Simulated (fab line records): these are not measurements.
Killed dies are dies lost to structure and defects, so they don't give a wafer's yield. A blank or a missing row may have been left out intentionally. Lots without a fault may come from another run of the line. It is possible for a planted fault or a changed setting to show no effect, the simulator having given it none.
fab line records | flow nand_harc
record: lots: 6 wafers: 18 last_day: 28
route steps=1302 shown A_CONTACT@1090
lots that met no fault: from a run of the same line without faults
start_h: the number of hours between the record's first day and the start of the first shown wafer of the lot | wait_h: how many hours have passed since the lot's step before this one | " repeats the value in the row above | L1.1+2: a single row standing in for several wafers | - no value, or no start given | * or withheld: withheld | < > ~ a bound
route shown NAME@n: NAME is a module with steps in the file, n the number in the route of the first one | usual: mean/standard deviation of fault-free wafers | same: alike in all rows | chamber/n: place in a boat | sites: the reading at each site | _std_site: the values' standard deviation | _edge_site: outer sites' mean less inner sites' | radius_mm: how far each site lies from the wafer's centre | mask NAME#n: copy n | behind: the last tool/chamber to shape the wafer | hold: cause of the lot's hold/its duration in hours/its outcome | device: names the non-switching transistor (n, p or np) | end of line: at the end of the route, the tests of the same wafers | a step without rows: its recipe alone | killed: not the wafer's yield, but the dies lost to structure and defects at the first sort | map: the dies of a wafer, with x for killed, . for not killed, _ for no die there
set.NAME: the setting the step ran with; set.NAME@STEP: the setting that earlier step ran with | model.NAME: the simulator's own value behind a step, which no gauge read
lots at selected steps of the route; one table per step, one row per wafer
services: a tool's chamber out of use, with start hour (start_h, from the record's first day; less than 0 if before it), hours out, and reason
== steps ==
step: NHARC_A_CONTACT_ETCH_138
recipe: source_w: withheld pressure_mtorr: 20 bias_v: 1200 time_s: 311 target_depth_a: 19140 ar_flow_sccm: withheld c4f8_flow_sccm: withheld o2_flow_sccm: withheld chemistry: C4F8/O2/Ar
columns lot.wafer tool chamber start_h wait_h rf_hours_counter_h
L365.3 har_cap_etch-02 1 508.72 0.2 -
L365.4 " 0 " " -
L365.6 " 0 " " -
L366.1 har_cap_etch-02 1 527.70 0.2 88
L366.2 " 0 " " 88
L366.3 " 1 " " -
L369.1 har_cap_etch-01 0 551.25 0.2 7
L369.2 " 1 " " 7
L369.3 " 0 " " -
L373.2 har_cap_etch-03 0 599.40 0.2 62
L373.4 " 0 " " -
L373.6 " 1 " " -
L375.1 har_cap_etch-01 0 610.93 0.3 19
L375.6 " 0 " " -
L375.5 " 1 " " -
L374.4 har_cap_etch-03 1 612.40 0.2 -
L374.3 " 0 " " -
L374.5 " 0 " " -
step: NHARC_A_CONTACT_ETCH_139
recipe: source_w: withheld pressure_mtorr: 20 bias_v: 400 time_s: 195 target_depth_a: 8400 ar_flow_sccm: withheld c4f8_flow_sccm: 11.5 o2_flow_sccm: 7.2 chemistry: C4F8/O2/Ar
columns lot.wafer tool chamber start_h wait_h rf_hours_counter_h
L365.3 har_cap_etch-02 1 508.99 0.2 -
L365.4 " 0 " " -
L365.6 " 0 " " -
L366.1 har_cap_etch-02 1 527.97 0.2 88
L366.2 " 0 " " 88
L366.3 " 1 " " -
L369.1 har_cap_etch-01 0 551.52 0.2 8
L369.2 " 1 " " 8
L369.3 " 0 " " -
L373.2 har_cap_etch-03 0 599.67 0.2 62
L373.4 " 0 " " -
L373.6 " 1 " " -
L375.1 har_cap_etch-01 0 611.30 0.3 19
L375.6 " 0 " " -
L375.5 " 1 " " -
L374.4 har_cap_etch-03 1 612.67 0.2 -
L374.3 " 0 " " -
L374.5 " 0 " " -
step: NHARC_A_CONTACT_ETCH_92
recipe: target_depth_a: 400 over_etch_frac: 0.5 time_s: 85.7 ion_energy_ev: 120 ch3f_flow_sccm: 50 o2_flow_sccm: 30 ar_flow_sccm: 200 rf_w: 500 bias_w: 100 chemistry: CH3F/O2
step: NHARC_A_CONTACT_ETCH_98
recipe: target_depth_a: 200 over_etch_frac: 0.5 time_s: 10 ion_energy_ev: 250 c4f6_flow_sccm: 25 o2_flow_sccm: 20 ar_flow_sccm: 500 rf_w: 600 bias_w: 500 chemistry: C4F6/O2
usual: drypump_motor_current_A: 5.7/0.33 oes_product_au: 0.956/0.02 rf_vpp_V: 546.5/2.4 showerhead_plenum_p_Torr: 3.91/0.11 throttle_valve_pct: 26.902/0.0087
columns lot.wafer tool chamber start_h wait_h drypump_motor_current_A oes_product_au rf_hours_counter_h rf_vpp_V showerhead_plenum_p_Torr throttle_valve_pct
L365.3 rie_diel-12 1 509.63 0.2 5.9 0.946 19 546.9 3.95 26.919
L365.6 " 2 " " 5.7 0.962 - 548.4 4.01 26.891
L365.4 " 0 " " 5.7 0.942 - 546.5 3.94 26.900
L366.2 rie_diel-03 3 - - 5.3 0.945 13 548.9 3.90 26.919
L366.3 " 0 " " 5.4 0.966 12 546.8 3.89 26.911
L366.1 " 1 " " 5.6 0.966 12 545.9 3.83 26.906
L369.1 rie_diel-02 2 - - 5.8 0.952 48 545.4 3.81 26.884
L369.3 " 3 " " 5.3 0.951 46 549.8 4.03 26.904
L369.2 " 1 " " 5.7 0.936 54 541.2 3.72 26.900
L373.2 rie_diel-12 3 - - 5.9 0.926 50 550.5 4.20 26.908
L373.4 " 0 " " 5.7 0.958 53 545.7 3.92 26.910
L373.6 " 3 " " 5.9 0.932 - 552.5 4.20 26.906
L375.1 rie_diel-12 0 - - 5.7 0.944 59 546.9 3.92 26.899
L375.6 " 2 " " 5.7 0.942 - 549.2 3.98 26.900
L375.5 " 3 " " 5.9 0.940 - 552.6 4.19 26.908
L374.3 rie_diel-02 3 - - 5.3 0.927 10 550.0 4.02 26.911
L374.4 " 1 " " 5.7 0.932 13 543.1 3.71 26.918
L374.5 " 0 " " 6.1 0.952 - 552.0 4.11 26.891
step: NHARC_A_CONTACT_CD_MEAS_15
usual: cd_nm: 190.0/0.57
columns lot.wafer tool chamber start_h wait_h cd_nm
L365.3 cd_sem-03 - 509.71 - 190.0
L365.4 " - " " 190.3
L365.6 " - " " 189.7
L366.1 cd_sem-01 - 528.76 - 189.2
L366.2 " - " " 190.0
L366.3 " - " " 190.2
L369.1 cd_sem-02 - 552.31 - 190.2
L369.2 " - " " 190.3
L369.3 " - " " 189.9
L373.2 cd_sem-03 - 600.45 - 190.1
L373.4 " - " " 190.0
L373.6 " - " " 190.2
L375.1 cd_sem-02 - 612.16 - 190.7
L375.5 " - " " 191.1
L375.6 " - " " 190.1
L374.3 cd_sem-03 - 613.39 - 188.7
L374.4 " - " " 189.2
L374.5 " - " " 189.0
step: NHARC_A_CONTACT_STRIP_107
recipe: n2_flow_sccm: 150 h2_flow_sccm: 150 ar_flow_sccm: 0 bias_w: 0 chemistry: N2/H2
step: NHARC_A_CONTACT_STRIP_108
recipe: cf4_flow_sccm: 100 chf3_flow_sccm: 30 ar_flow_sccm: 0 bias_w: 0 chemistry: CF4/CHF3
step: NHARC_A_CONTACT_STRIP_109
recipe: o2_flow_sccm: 400 cos_flow_sccm: 20 ar_flow_sccm: 0 bias_w: 0 chemistry: O2/COS
step: NHARC_A_CONTACT_ETCH_110
recipe: target_depth_a: 600 overetch_a: 60 time_s: 33 ion_energy_ev: 100 cf4_flow_sccm: 80 o2_flow_sccm: 20 ar_flow_sccm: 0 rf_w: 300 bias_w: 100 chemistry: CF4/O2
usual: cf4_flow_sccm: 80.03/0.24 drypump_motor_current_A: 5.7/0.39 oes_ar_750_au: 0.999/0.004 oes_product_au: 1.002/0.0094 rf_vpp_V: 197.4/1.1 showerhead_plenum_p_Torr: 1.31/0.034 throttle_valve_pct: 13.397/0.0092
columns lot.wafer tool chamber start_h wait_h cf4_flow_sccm drypump_motor_current_A oes_ar_750_au oes_product_au rf_hours_counter_h rf_vpp_V showerhead_plenum_p_Torr throttle_valve_pct
L365.3 rie_diel-03 3 510.00 0.0 79.52 5.3 1.006 1.005 8 198.2 1.33 13.399
L365.4 " 2 " " 79.66 6.3 0.998 1.012 9 197.5 1.29 13.404
L365.6 " 3 " " 79.92 5.3 1.003 0.999 - 196.1 1.33 13.404
L366.2 rie_diel-03 3 529.06 0.1 79.63 5.3 1.000 0.985 13 197.5 1.33 13.402
L366.3 " 0 " " 80.00 5.4 1.003 1.009 12 198.5 1.32 13.399
L366.1 " 1 " " 80.31 5.6 0.995 0.996 12 196.5 1.30 13.405
L369.1 rie_diel-03 1 552.61 0.1 80.29 5.6 0.997 1.003 17 197.1 1.30 13.411
L369.3 " 2 " " 79.80 6.3 0.998 1.008 18 198.2 1.29 13.400
L369.2 " 3 " " 80.18 5.3 0.992 0.992 17 198.0 1.33 13.401
L373.4 rie_diel-03 2 600.74 0.1 80.05 6.3 0.998 1.015 27 198.1 1.29 13.402
L373.2 " 0 " " 80.48 5.4 0.992 0.988 26 198.3 1.32 13.391
L373.6 " 3 " " 80.48 5.2 1.004 1.008 - 197.6 1.32 13.395
L375.1 rie_diel-03 3 612.46 0.1 79.81 5.3 1.001 1.004 30 196.7 1.32 13.398
L375.5 " 2 " " 80.48 6.3 0.999 1.009 - 197.3 1.29 13.402
L375.6 " 3 " " 80.07 5.3 0.999 1.005 - 198.2 1.32 13.389
L374.4 rie_diel-03 2 613.67 0.1 80.14 6.3 1.003 1.015 30 197.2 1.29 13.392
L374.3 " 1 " " 80.24 5.6 0.994 1.021 28 198.2 1.30 13.398
L374.5 " 2 " " 80.21 6.3 0.997 1.014 - 196.2 1.29 13.391
step: NHARC_A_CONTACT_STRIP_26
recipe: o2_flow_sccm: 500 ar_flow_sccm: 0 bias_w: 0 chemistry: O2
usual: drypump_motor_current_A: 5.7/0.37 oes_product_au: 1.003/0.009 rf_vpp_V: 57.8/0.87 showerhead_plenum_p_Torr: 3.47/0.082 throttle_valve_pct: 17.036/0.009
columns lot.wafer tool chamber start_h wait_h drypump_motor_current_A oes_product_au rf_hours_counter_h rf_vpp_V showerhead_plenum_p_Torr throttle_valve_pct
L365.3 rie_diel-03 0 - - 5.4 1.007 8 56.9 3.50 17.041
L365.4 " 1 " " 5.7 1.008 7 57.1 3.45 17.035
L365.6 " 2 " " 6.4 1.014 - 58.2 3.41 17.037
L366.2 rie_diel-03 1 - - 5.6 1.009 12 57.9 3.45 17.043
L366.1 " 2 " " 6.4 1.013 14 56.7 3.41 17.029
L366.3 " 3 " " 5.3 1.002 13 58.3 3.51 17.025
L369.1 rie_diel-03 0 - - 5.4 0.993 17 56.9 3.50 17.030
L369.3 " 1 " " 5.6 1.002 17 58.7 3.44 17.038
L369.2 " 3 " " 5.3 0.976 17 57.4 3.50 17.053
L373.2 rie_diel-03 1 - - 5.7 0.999 25 58.2 3.44 17.042
L373.4 " 3 " " 5.3 1.003 27 58.5 3.50 17.040
L373.6 " 1 " " 5.7 1.003 - 56.8 3.44 17.025
L375.1 rie_diel-03 2 - - 6.3 1.015 30 57.0 3.40 17.051
L375.5 " 3 " " 5.3 1.005 - 57.3 3.50 17.033
L375.6 " 0 " " 5.4 0.996 - 57.1 3.49 17.053
L374.3 rie_diel-03 1 - - 5.6 1.015 28 58.0 3.44 17.045
L374.4 " 2 " " 6.3 1.020 30 56.1 3.40 17.041
L374.5 " 0 " " 5.4 0.994 - 58.1 3.49 17.036
step: NHARC_A_CONTACT_STRIP_27
recipe: time_s: 600 temp_c: 30 chemistry: post_etch_residue_remover
step: NHARC_A_CONTACT_ALD_18
recipe: target_thk_a: 30 pulse_time_s: 1 ald_cycles: 150 temp_c: 450 material: TiN
step: NHARC_A_CONTACT_CVD_19
recipe: target_thk_a: 3000 temp_c: 300 pressure_torr: 40 wf6_flow_sccm: 40 h2_flow_sccm: 1600 ar_flow_sccm: 1560 time_s: 802 material: W
usual: heater_power_w: 471/39 throttle_valve_pct: 7.99/0.25
columns lot.wafer tool chamber start_h wait_h heater_power_w throttle_valve_pct
L365.4 cvd_w-01 0 511.13 - 427 7.49
L365.3 " 1 " " 555 7.65
L365.6 " 1 " " 549 7.79
L366.1 cvd_w-01 1 530.02 - 541 7.86
L366.2 " 0 " " 425 7.60
L366.3 " 0 " " 419 7.31
L369.1 cvd_w-02 0 553.54 - 453 7.96
L369.2 " 1 " " 451 7.98
L369.3 " 0 " " 456 7.81
L373.2 cvd_w-02 0 601.63 - 450 7.94
L373.4 " 1 " " 443 8.36
L373.6 " 0 " " 454 8.03
L373.2 cvd_w-02 0 602.62 0.9 453 7.69
L373.4 " 1 " " 466 8.36
L373.6 " 0 " " 440 7.88
L375.1 cvd_w-02 1 613.44 - 453 8.10
L375.5 " 0 " " 453 8.02
L375.6 " 1 " " 449 7.88
L374.4 cvd_w-01 0 614.82 - 442 7.90
L374.3 " 1 " " 514 7.99
L374.5 " 0 " " 445 7.91
L374.4 cvd_w-01 0 615.81 0.9 452 7.74
L374.3 " 1 " " 537 8.13
L374.5 " 0 " " 459 7.70
step: NHARC_A_CONTACT_CMP_20
recipe: t_overpolish_s: 30 target_thk_nm: 300
usual: motor_current_A: 11.3/1.2 overpolish_run_s: 30.001/0.0096 time_to_endpoint_s: 59.6/2.9
columns lot.wafer tool chamber start_h wait_h motor_current_A overpolish_run_s time_to_endpoint_s
L365.4 cmp-02 3 511.80 0.5 12.7 30.012 59.9
L365.3 " 0 " " 13.5 29.986 64.3
L365.6 " 2 " " 11.5 29.994 57.2
L366.2 cmp-04 2 530.90 0.6 10.6 30.007 56.5
L366.3 " 0 " " 9.6 30.002 59.8
L366.1 " 1 " " 11.5 30.011 57.2
L369.3 cmp-04 2 554.43 0.5 10.5 30.009 54.2
L369.1 " 3 " " 11.5 29.998 57.2
L369.2 " 1 " " 11.5 29.993 57.9
L373.4 cmp-04 2 603.64 0.5 9.7 29.997 113.0
L373.2 " 3 " " 12.3 30.003 113.5
L373.6 " 1 " " 10.9 30.009 116.2
L375.1 cmp-03 1 614.25 0.7 11.5 29.996 63.3
L375.5 " 3 " " 10.9 30.007 61.0
L375.6 " 0 " " 9.8 30.004 64.2
L374.3 cmp-02 1 616.59 0.5 10.9 30.033 120.6
L374.4 " 2 " " 11.5 30.011 114.7
L374.5 " 0 " " 13.6 30.010 126.9
== services ==
columns tool chamber start_h hours kind
rie_diel-03 0 492.05 - clean
rie_diel-03 1 492.05 - clean
rie_diel-03 2 492.05 - clean
rie_diel-03 3 492.05 - clean
har_cap_etch-01 - 497.49 17.0 pm
cmp-04 - 504.99 0.2 repair
cmp-04 - 506.37 4.0 pm
cmp-03 - 508.24 0.7 repair
rie_diel-03 0 517.02 - clean
rie_diel-03 1 517.02 - clean
rie_diel-03 2 517.02 - clean
rie_diel-03 3 517.02 - clean
cmp-02 - 526.55 4.0 pm
cmp-03 - 528.75 6.3 repair
cmp-04 - 537.54 0.3 repair
rie_diel-03 0 541.52 - clean
rie_diel-03 1 541.52 - clean
cvd_w-01 - 547.00 13.0 pm
cmp-03 - 553.55 3.3 repair
cmp-03 - 564.73 0.9 repair
rie_diel-02 - 570.88 9.0 pm
cmp-03 - 574.83 4.6 repair
cmp-04 - 604.37 4.0 pm
cmp-02 - 607.66 2.5 repair
== key ==
first_sign: step: NHARC_A_CONTACT_CVD_19 reading: visit direction: added
effect: step: NHARC_A_CONTACT_CMP_20 reading: time_to_endpoint_s direction: up sigmas: 20 usual: * struck: *
met_at NHARC_A_CONTACT_CVD_19
struck_wafers L373.2,L373.4,L373.6,L374.3,L374.4,L374.5
tester_left_out L373,L374
fault: kind: repeated_step_whole tool: cvd_w-01,cvd_w-02 chamber: - onset_h: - steps: NHARC_A_CONTACT_CVD_19 times: 1 scope: struck_lots_only
tester_left_out: of these lots the tester's yield and bins aren't shown, on N5 and GAA mostly nor the transistor test; their killed dies are dies lost to structure and defects alone, not to doping, threshold or leakage, so they don't give the yield
